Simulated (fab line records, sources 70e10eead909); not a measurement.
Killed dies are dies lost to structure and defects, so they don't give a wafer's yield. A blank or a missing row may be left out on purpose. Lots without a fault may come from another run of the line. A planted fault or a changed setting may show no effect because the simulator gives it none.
Chamber matching | flow nand_harc | NHARC_A_WL_FILL_STRIP_29 on rie_diel-06: 3 sister chambers
The step strips in O2, time 20 s. 14 wafers are shown with their chamber, then 5 later ones without.

WAFERS WITH THEIR CHAMBER
wafer  | chamber | showerhead_plenum_p_Torr (Torr) | drypump_motor_current_A (A) | rf_vpp_V (V)
L075.2 | 1       | 3.43                            | 5.9                         | 57.5
L075.3 | 2       | 3.65                            | 6.0                         | 57.4
L075.5 | 2       | 3.66                            | 6.0                         | 58.8
L083.2 | 3       | 3.61                            | 5.4                         | 58.1
L083.3 | 2       | 3.65                            | 6.0                         | 56.8
L083.4 | 1       | 3.43                            | 5.9                         | 57.3
L088.2 | 1       | 3.43                            | 6.0                         | 56.8
L088.3 | 2       | 3.65                            | 6.0                         | 58.5
L088.6 | 2       | 3.65                            | 6.0                         | 58.1
L089.2 | 3       | 3.61                            | 5.4                         | 57.7
L089.3 | 2       | 3.65                            | 6.0                         | 58.1
L089.4 | 3       | 3.61                            | 5.4                         | 57.4
L091.3 | 3       | 3.61                            | 5.3                         | 57.9
L091.4 | 2       | 3.65                            | 6.0                         | 59.2

SIGNATURES (means of the wafers above)
reading                  | chamber 1 | chamber 2 | chamber 3 | scatter within a chamber
showerhead_plenum_p_Torr | 3.4300    | 3.6514    | 3.6100    | 0.00279
drypump_motor_current_A  | 5.933     | 6.000     | 5.375     | 0.0359
rf_vpp_V                 | 57.200    | 58.129    | 57.775    | 0.644
Rule: a wafer's distance from a chamber is the root of the sum, over the readings, of the square of ((its reading less the chamber's mean) divided by the reading's scatter). The wafer belongs to the nearest chamber; if the next one is less than 2 further off, it can't be placed. The scatter: the root of (the sum of the squares of (reading less its chamber's mean) over the shown wafers, divided by (wafers less chambers)).

WAFERS WITHOUT THEIR CHAMBER
wafer  | showerhead_plenum_p_Torr (Torr) | drypump_motor_current_A (A) | rf_vpp_V (V)
L091.5 | 3.42                            | 6.0                         | 57.8
L093.5 | 3.65                            | 6.0                         | 57.4
L093.6 | 3.42                            | 6.0                         | 58.6
L096.4 | 3.42                            | 5.9                         | 57.9
L096.5 | 3.65                            | 6.0                         | 58.8

WHICH CHAMBER EACH WENT THROUGH
wafer  | from the rows above | in truth
L091.5 | 1                   | 1
L093.5 | 2                   | 2
L093.6 | 1                   | 1
L096.4 | 1                   | 1
L096.5 | 2                   | 2
Placed correctly: 5 of 5. Can't be placed from these rows: 0. Placed wrongly: 0.
